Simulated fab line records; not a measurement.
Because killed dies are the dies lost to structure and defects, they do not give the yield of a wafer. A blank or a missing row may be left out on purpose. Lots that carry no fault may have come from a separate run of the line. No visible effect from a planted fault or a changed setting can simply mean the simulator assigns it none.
Chamber matching || flow nandHarc || NHARC_A_STAIRCASE_DEP_259 on pecvd-04: 3 sister chambers
The step deposits SiON, target thk 30 nm. 3 wafers are shown with their chamber, then 7 later ones without.

== WAFERS PAIRED WITH THEIR CHAMBERS ==
{"wafer": "L083.6", "chamber": 2, "heaterPowerW (W)": 882}
{"wafer": "L085.1", "chamber": 1, "heaterPowerW (W)": 754}
{"wafer": "L085.3", "chamber": 0, "heaterPowerW (W)": 601}

== WAFERS WHOSE CHAMBER IS MISSING ==
{"wafer": "L085.6", "heaterPowerW (W)": 614}
{"wafer": "L087.1", "heaterPowerW (W)": 800}
{"wafer": "L087.2", "heaterPowerW (W)": 971}
{"wafer": "L087.4", "heaterPowerW (W)": 831}
{"wafer": "L090.3", "heaterPowerW (W)": 792}
{"wafer": "L090.4", "heaterPowerW (W)": 814}
{"wafer": "L090.6", "heaterPowerW (W)": 674}

== WHICH CHAMBER EACH WENT THROUGH ==
{"wafer": "L085.6", "from the rows above": 0, "in truth": 0}
{"wafer": "L087.1", "from the rows above": "can't be placed: 1 or 2", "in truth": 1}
{"wafer": "L087.2", "from the rows above": 2, "in truth": 2}
{"wafer": "L087.4", "from the rows above": "can't be placed: 2 or 1", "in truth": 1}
{"wafer": "L090.3", "from the rows above": "can't be placed: 1 or 2", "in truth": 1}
{"wafer": "L090.4", "from the rows above": "can't be placed: 1 or 2", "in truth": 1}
{"wafer": "L090.6", "from the rows above": "can't be placed: 0 or 1", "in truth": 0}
Placed correctly: 2 of 7. These rows do not allow placing 5 (true chamber among the candidates in 5). 0 placed wrongly.
How it was worked out, from the rows above alone: a wafer's distance from a chamber is the root of the sum, over the readings, of the square of ((its reading less the chamber's mean) divided by the reading's scatter). The wafer belongs to the nearest chamber; if the next one is less than 2 further off, it can't be placed. The mean given for a chamber averages the wafers shown for that chamber. The scatter (one wafer shown for each chamber): square how far every hidden wafer sits from the nearest shown wafer, average those squares and take the square root.
